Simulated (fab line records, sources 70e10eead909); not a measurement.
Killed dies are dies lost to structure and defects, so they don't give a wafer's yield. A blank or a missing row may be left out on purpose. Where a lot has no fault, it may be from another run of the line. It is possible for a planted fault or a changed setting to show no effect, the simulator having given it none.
Chamber matching	flow nand_harc	ald_hk-02 running NHARC_A_CHANNEL_FILL_D1_ALD_02: 4 sister chambers
The step deposits SiO2, target thk 6 nm, pulse time 10 s, ald cycles 60. 4 wafers are shown with their chamber, then 9 later ones without.

== EACH WAFER AND ITS CHAMBER ==
wafer	chamber	heater_power_w (W)
L080.5	2	399
L082.6	3	475
L085.4	1	502
L085.6	0	553

== WAFERS WITH NO CHAMBER GIVEN ==
wafer	heater_power_w (W)
L087.2	547
L087.4	508
L087.6	470
L089.4	517
L089.5	544
L089.6	520
L094.4	561
L094.5	390
L094.6	483

== THE CHAMBER EACH PASSED THROUGH ==
wafer	from the rows above	in truth
L087.2	0	0
L087.4	1	1
L087.6	3	3
L089.4	1	1
L089.5	0	0
L089.6	can't be placed: 1 or 0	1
L094.4	0	0
L094.5	2	2
L094.6	can't be placed: 3 or 1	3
Placed correctly: 7 of 9. From these rows, 2 cannot be placed; in 2 the true chamber is one of the candidates. Placed wrongly: 0.
How it was worked out, from the rows above alone: a wafer's distance from a chamber is the root of the sum, over the readings, of the square of ((its reading less the chamber's mean) divided by the reading's scatter). The wafer belongs to the nearest chamber; if the next one is less than 2 further off, it can't be placed. Each chamber's mean is taken over the wafers shown for it. The scatter: root of mean squared gap, hidden wafer to nearest shown wafer, with one shown wafer a chamber.
